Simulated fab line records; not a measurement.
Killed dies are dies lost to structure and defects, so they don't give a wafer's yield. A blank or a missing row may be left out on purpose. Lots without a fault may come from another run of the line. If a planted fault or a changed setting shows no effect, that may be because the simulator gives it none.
Which tool did it? | flow nand harc | 18 wafers from 6 lots sampled at 5 of the route's 1159 steps

## WHAT THE GAUGES READ, wafer by wafer
NHARC_END_SORT_01.
lot  | measured     | on        | killed at array
L274 | day 22 06:01 | prober-01 | 13 20 17

## EACH LOT AND THE TOOL THAT RAN IT (in order: tool; ch and the chambers of the sampled wafers; start)
lot  | NHARC_P_CONTACT_DEP_30          | NHARC_P_CONTACT_CMP_01        | NHARC_P_CONTACT_ETCH_35            | NHARC_P_CONTACT_ETCH_31
L262 | pecvd-04 ch 0,1,2, day 5 11:47  | cmp-01 ch 0,1,3, day 5 12:29  | rie diel-02 ch 0,3, day 5 13:23    | rie diel-02 ch 0,2,3, day 5 14:19
L266 | pecvd-01 ch 0,1,2, day 6 09:16  | cmp-04 ch 0,1,3, day 6 09:59  | rie diel-06 ch 1,2,3, day 6 11:02  | rie diel-06 ch 1,2,3, day 6 11:42
L274 | pecvd-04 ch 1,2, day 8 20:14    | cmp-02 ch 0,3, day 8 20:57    | rie diel-06 ch 1,2, day 8 21:55    | rie diel-06 ch 0,2, day 8 22:35
L279 | pecvd-03 ch 0,1,2, day 9 17:12  | cmp-04 ch 1,3, day 9 17:56    | rie diel-02 ch 0,2, day 9 18:54    | rie diel-02 ch 0,1, day 9 19:41
L283 | pecvd-01 ch 0,1, day 10 15:14   | cmp-02 ch 0,2, day 10 15:55   | rie diel-08 ch 1,2,3, day 10 17:01 | rie diel-08 ch 0,3, day 10 17:50
L285 | pecvd-03 ch 0,1,2, day 11 04:34 | cmp-04 ch 0,2,3, day 11 05:17 | rie diel-02 ch 2,3, day 11 06:20   | rie diel-02 ch 1,2, day 11 06:59
- NHARC_P_CONTACT_DEP_30: deposits SiNx, target thk 30 nm.
- NHARC_P_CONTACT_CMP_01: polishes SiO2, target thk 200 nm.
- NHARC_P_CONTACT_ETCH_35: etches the open film in CF4, target depth 39 nm, time 65 s.
- NHARC_P_CONTACT_ETCH_31: etches the open film in CH3F/O2, target depth 30 nm, time 85.7 s.

## THE ANSWER, worked out from the rows above alone
Rule: the usual values come from the lots themselves. Put in order of their means at a reading, lots are off if they are a third of the lots or fewer, leave a main group of 4 or more, and stand apart from it by a gap of 3 or more times the standard deviation of the main group's means; of several such gaps the widest counts. A main group whose means are all the same, to the digits that the tables above print for the reading, isn't used. A lot without any number at a reading at which 4 lots or more have one is off too. Any other lot the step has rows for is counted as sound.
Nothing can be told from this: no lot is off at any reading shown.

## WHAT THE SIMULATOR PUT IN
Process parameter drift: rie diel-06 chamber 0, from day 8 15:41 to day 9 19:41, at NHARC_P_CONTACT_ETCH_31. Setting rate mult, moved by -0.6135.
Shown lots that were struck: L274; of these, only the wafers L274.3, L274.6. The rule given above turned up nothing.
